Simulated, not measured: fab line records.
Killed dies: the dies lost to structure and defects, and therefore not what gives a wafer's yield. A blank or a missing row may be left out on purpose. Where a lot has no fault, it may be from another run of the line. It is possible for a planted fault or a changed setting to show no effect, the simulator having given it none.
Chamber matching | flow nand harc | NHARC_A_WL_FILL_CMP_12 on cmp-02: 4 sister chambers
The step polishes, t overpolish 30 s, target thk 100 nm. 16 wafers are shown with their chamber, then 8 later ones without.

EACH WAFER AND ITS CHAMBER
wafer  | chamber | motor current A (A) | time to endpoint s (s) | overpolish run s (s)
L075.1 | 3       | 12.3                | 26.4                   | 30.006
L075.2 | 1       | 13.2                | 19.8                   | 30.011
L075.3 | 0       | 10.6                | 24.4                   | 30.010
L075.4 | 2       | 12.0                | 24.1                   | 30.000
L075.5 | 1       | 13.1                | 18.5                   | 29.994
L075.6 | 0       | 10.9                | 24.3                   | 29.997
L074.1 | 2       | 11.1                | 22.7                   | 29.995
L074.5 | 1       | 14.0                | 18.2                   | 29.992
L074.6 | 0       | 10.7                | 24.3                   | 30.007
L078.1 | 3       | 12.0                | 24.3                   | 29.998
L078.4 | 1       | 13.8                | 19.9                   | 29.996
L078.5 | 2       | 11.7                | 24.4                   | 30.001
L081.1 | 3       | 13.8                | 26.1                   | 29.986
L081.2 | 1       | 14.0                | 21.5                   | 30.003
L081.5 | 0       | 11.1                | 21.8                   | 29.998
L090.1 | 0       | 10.8                | 20.5                   | 29.994

SIGNATURES (averages over the wafers above)
reading            | chamber 0 | chamber 1 | chamber 2 | chamber 3 | scatter within a chamber
motor current A    | 10.820    | 13.620    | 11.600    | 12.700    | 0.516
time to endpoint s | 23.060    | 19.580    | 23.733    | 25.600    | 1.42
overpolish run s   | 30.00120  | 29.99920  | 29.99867  | 29.99667  | 0.0074
Rule: for a wafer and a chamber, the distance is found by dividing, reading by reading, the gap between the wafer's reading and the chamber's mean by the reading's scatter, squaring, summing and taking the root. If the next closest chamber is less than 2 further off than the closest, the wafer can't be placed; otherwise it belongs to the closest. How the scatter is found: for the shown wafers, subtract from each reading the mean of its chamber, square and add these, divide the total by (wafers less chambers), then take the root.

WAFERS WITHOUT THEIR CHAMBER
wafer  | motor current A (A) | time to endpoint s (s) | overpolish run s (s)
L090.2 | 12.5                | 21.6                   | 30.004
L090.4 | 13.1                | 15.9                   | 29.988
L093.4 | 11.9                | 24.8                   | 29.982
L093.5 | 11.9                | 23.9                   | 29.991
L093.6 | 12.5                | 24.5                   | 29.998
L095.1 | 13.5                | 16.5                   | 29.993
L095.3 | 11.5                | 23.3                   | 29.997
L095.4 | 10.8                | 19.3                   | 30.003

THE CHAMBER EACH PASSED THROUGH
wafer  | from the rows above               | in truth
L090.2 | can't be placed: 2 or 1 or 3 or 0 | 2
L090.4 | 1                                 | 1
L093.4 | can't be placed: 2 or 3 or 0      | 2
L093.5 | can't be placed: 2 or 3 or 0      | 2
L093.6 | can't be placed: 3 or 2           | 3
L095.1 | 1                                 | 1
L095.3 | can't be placed: 2 or 0           | 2
L095.4 | can't be placed: 0 or 2           | 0
Correctly placed: 2 of 8. Cannot be placed on the basis of these rows: 6; the candidates contain the true chamber in 6. Wrongly placed: 0.
